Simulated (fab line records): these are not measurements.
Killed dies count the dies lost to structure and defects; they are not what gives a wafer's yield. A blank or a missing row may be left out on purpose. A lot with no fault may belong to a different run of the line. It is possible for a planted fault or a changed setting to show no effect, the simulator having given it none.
Code-filled problem report in 8D (eight disciplines) form    flow n5 finfet    the parts of the form that need people (team, actions taken, sign-off) are left out

## 1. WHAT IS WRONG
run length s at N5_BEOL_M15_ETCH_61 reads a mean of 104.7 s on 4 wafers of 2 lots; wafers without a fault read 91.1 s with a standard deviation of 0.33. Measured from the usual mean, that is +41 standard deviations.
The step: etches BARC in N2/H2, target depth 89 nm, overetch 26.7 nm, time 67.9 s.
First observed at day 18 06:38: wafer L544.1, on rie diel-01. Wafers with a number at this step in the record: 17, from 6 lots. Rule for "out" (also "out of limits"): further than 4 standard deviations from the usual mean. The rest of the wafers with a number are treated as sound.

## 2. WHAT IT IS, AND WHAT IT ISN'T
question                     is                              is not
which readings at this step  run length s                    drypump motor current A, oes product au, rf fwd power W, rf vpp V, showerhead plenum p Torr, throttle valve pct
which lots                   L534, L544                      L527, L529, L531, L545
which wafers of those lots   L534.1, L534.2, L544.1, L544.2  L534.6
read on which tools          rie diel-01                     rie diel-06
when                         from day 18 06:38               up to then (9 sound wafers); but 4 sound wafers of L534, L545 came after

## 3. THE SUSPECTS, EACH WITH WHAT RULES IT OUT
Counting: if a tool at a process step up to the reading ran every lot that is out, it stays a suspect. Sound lots after the first of them don't rule it out here, since some wafers of a struck lot are sound.
- rie diel-01 at N5_BEOL_M15_DESCUM_33 (chemistry O2, time 7.9 s): kept. It ran every lot that is out, first L544 (day 18 06:36); its last sound lot up to then is L527 (day 11 14:58).
- rie diel-01 at N5_BEOL_M15_ETCH_61 (etches BARC in N2/H2, target depth 89 nm, overetch 26.7 nm, time 67.9 s): kept. It ran every lot that is out, first L544 (day 18 06:38); its last sound lot up to then is L527 (day 11 15:01). Its own readings are out on those wafers: run length s.
Remaining after the count are rie diel-01 at N5_BEOL_M15_DESCUM_33 and rie diel-01 at N5_BEOL_M15_ETCH_61.

## 4. THE CAUSE (what the simulator had put in)
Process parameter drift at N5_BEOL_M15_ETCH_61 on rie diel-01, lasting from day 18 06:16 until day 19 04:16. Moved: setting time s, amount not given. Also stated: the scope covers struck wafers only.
Counting leaves 2 suspects; this tool is one of them.

## 5. SEQUENCE OF EFFECTS, ordered by route
Each row: a reading where the mean over the struck wafers with a number is more than 3 standard deviations away from the usual. Scope: only readings with a usual standard deviation given in the record; hours: median across lots of the time from each lot's start at the first step in this table that gives one to its start at this step; sigmas: change in usual standard deviations.
hours  step                 reading       usual   on struck wafers  change  sigmas
0      N5_BEOL_M15_ETCH_61  run length s  91.1 s  104.7             +13.6   +41
Process steps it contains:
- N5_BEOL_M15_ETCH_61: etches BARC in N2/H2, target depth 89 nm, overetch 26.7 nm, time 67.9 s.

## 6. HOW IT WOULD HAVE BEEN CAUGHT EARLIER
In this record the first reading out of limits was taken at day 18 06:38, 0 hours after the fault began at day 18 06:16.
